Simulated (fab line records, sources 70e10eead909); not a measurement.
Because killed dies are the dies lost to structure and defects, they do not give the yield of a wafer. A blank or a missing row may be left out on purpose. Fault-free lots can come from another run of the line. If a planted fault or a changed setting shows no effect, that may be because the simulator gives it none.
Matching of chambers :: flow nand_harc :: NHARC_A_CHANNEL_FILL_D2_CMP_10 on cmp-04: 4 sister chambers
The step polishes, target thk 150 nm. 14 wafers are shown with their chamber, then 7 later ones without.

== WAFERS, EACH WITH ITS CHAMBER ==
wafer: L076.2
chamber: 2
motor_current_A (A): 12.5
time_to_endpoint_s (s): 13.3

wafer: L076.3
chamber: 3
motor_current_A (A): 12.0
time_to_endpoint_s (s): 18.2

wafer: L076.5
chamber: 3
motor_current_A (A): 12.6
time_to_endpoint_s (s): 16.9

wafer: L077.3
chamber: 2
motor_current_A (A): 12.4
time_to_endpoint_s (s): 16.7

wafer: L077.4
chamber: 3
motor_current_A (A): 12.1
time_to_endpoint_s (s): 18.6

wafer: L077.5
chamber: 3
motor_current_A (A): 12.3
time_to_endpoint_s (s): 19.9

wafer: L079.1
chamber: 0
motor_current_A (A): 10.1
time_to_endpoint_s (s): 17.9

wafer: L079.2
chamber: 1
motor_current_A (A): 12.0
time_to_endpoint_s (s): 17.5

wafer: L079.4
chamber: 3
motor_current_A (A): 11.9
time_to_endpoint_s (s): 17.8

wafer: L081.1
chamber: 3
motor_current_A (A): 12.8
time_to_endpoint_s (s): 17.6

wafer: L081.2
chamber: 2
motor_current_A (A): 12.5
time_to_endpoint_s (s): 15.1

wafer: L081.5
chamber: 1
motor_current_A (A): 12.1
time_to_endpoint_s (s): 14.8

wafer: L083.2
chamber: 3
motor_current_A (A): 12.2
time_to_endpoint_s (s): 18.4

wafer: L083.3
chamber: 1
motor_current_A (A): 12.4
time_to_endpoint_s (s): 13.8

SIGNATURES (averages over the wafers above)
reading: motor_current_A
chamber 0: 10.100
chamber 1: 12.167
chamber 2: 12.467
chamber 3: 12.271
scatter within a chamber: 0.27

reading: time_to_endpoint_s
chamber 0: 17.900
chamber 1: 15.367
chamber 2: 15.033
chamber 3: 18.200
scatter within a chamber: 1.36
Rule: for each reading, subtract the chamber's mean from the wafer's reading, divide by that reading's scatter and square the result; add these up over the readings and take the root, which gives the wafer's distance from the chamber. The wafer belongs to the nearest chamber; if the next one is less than 2 further off, it can't be placed. The scatter: take each reading less its chamber's mean, square it, sum over the shown wafers, divide by the number of wafers less the number of chambers, and take the root.

== WAFERS MISSING THEIR CHAMBER ==
wafer: L083.6
motor_current_A (A): 12.2
time_to_endpoint_s (s): 14.0

wafer: L087.2
motor_current_A (A): 12.4
time_to_endpoint_s (s): 17.1

wafer: L087.3
motor_current_A (A): 10.2
time_to_endpoint_s (s): 15.2

wafer: L087.4
motor_current_A (A): 12.2
time_to_endpoint_s (s): 12.2

wafer: L095.4
motor_current_A (A): 10.7
time_to_endpoint_s (s): 20.3

wafer: L095.5
motor_current_A (A): 11.5
time_to_endpoint_s (s): 16.1

wafer: L095.6
motor_current_A (A): 12.3
time_to_endpoint_s (s): 17.2

== WHICH CHAMBER EACH ONE RAN IN ==
wafer: L083.6
from the rows above: can't be placed: 1 or 2
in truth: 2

wafer: L087.2
from the rows above: can't be placed: 3 or 1 or 2
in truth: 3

wafer: L087.3
from the rows above: 0
in truth: 0

wafer: L087.4
from the rows above: can't be placed: 2 or 1
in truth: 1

wafer: L095.4
from the rows above: 0
in truth: 0

wafer: L095.5
from the rows above: can't be placed: 1 or 3 or 2
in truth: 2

wafer: L095.6
from the rows above: can't be placed: 3 or 1 or 2
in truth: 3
Correct placement for 2 of the 7. Cannot be placed on the basis of these rows: 5; the candidates contain the true chamber in 5. Number placed wrongly: 0.
